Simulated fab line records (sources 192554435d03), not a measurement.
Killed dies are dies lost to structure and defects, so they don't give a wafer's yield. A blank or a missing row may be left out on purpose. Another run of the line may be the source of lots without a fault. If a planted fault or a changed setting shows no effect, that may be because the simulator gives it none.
Matching of chambers + flow n5-finfet + N5_BEOL_M8_ETCH_61 on rie-diel-03: 4 sister chambers
The step etches SiARC in CF4, target depth 45.5 nm, time 75.8 s. 4 wafers are shown with their chamber, then 9 later ones without.

WAFERS WITH THEIR CHAMBER
| wafer  | chamber | drypump-motor-current-A (A) |
|--------|---------|-----------------------------|
| L082.5 | 3       | 6.0                         |
| L086.1 | 1       | 5.5                         |
| L086.3 | 2       | 5.0                         |
| L086.4 | 0       | 5.2                         |

WAFERS WITHOUT THEIR CHAMBER
| wafer  | drypump-motor-current-A (A) |
|--------|-----------------------------|
| L087.2 | 6.0                         |
| L087.3 | 5.2                         |
| L087.5 | 5.4                         |
| L088.1 | 6.0                         |
| L088.4 | 5.5                         |
| L088.5 | 5.9                         |
| L096.1 | 5.2                         |
| L096.5 | 5.2                         |
| L096.6 | 5.9                         |

WHICH CHAMBER EACH WENT THROUGH
| wafer  | from the rows above     | in truth |
|--------|-------------------------|----------|
| L087.2 | 3                       | 3        |
| L087.3 | 0                       | 0        |
| L087.5 | can't be placed: 1 or 0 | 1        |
| L088.1 | 3                       | 3        |
| L088.4 | 1                       | 1        |
| L088.5 | 3                       | 3        |
| L096.1 | 0                       | 0        |
| L096.5 | 0                       | 0        |
| L096.6 | 3                       | 3        |
Correctly placed: 8 of 9. These rows do not allow placing 1 (true chamber among the candidates in 1). Wrongly placed: 0.
How it was worked out, from the rows above alone: a wafer's distance from a chamber is the root of the sum, over the readings, of the square of ((its reading less the chamber's mean) divided by the reading's scatter). The wafer belongs to the nearest chamber; if the next one is less than 2 further off, it can't be placed. A chamber's mean is the mean of its shown wafers. The scatter: with one shown wafer a chamber, the root of the mean of the squares of how far each hidden wafer lies from its nearest shown one.
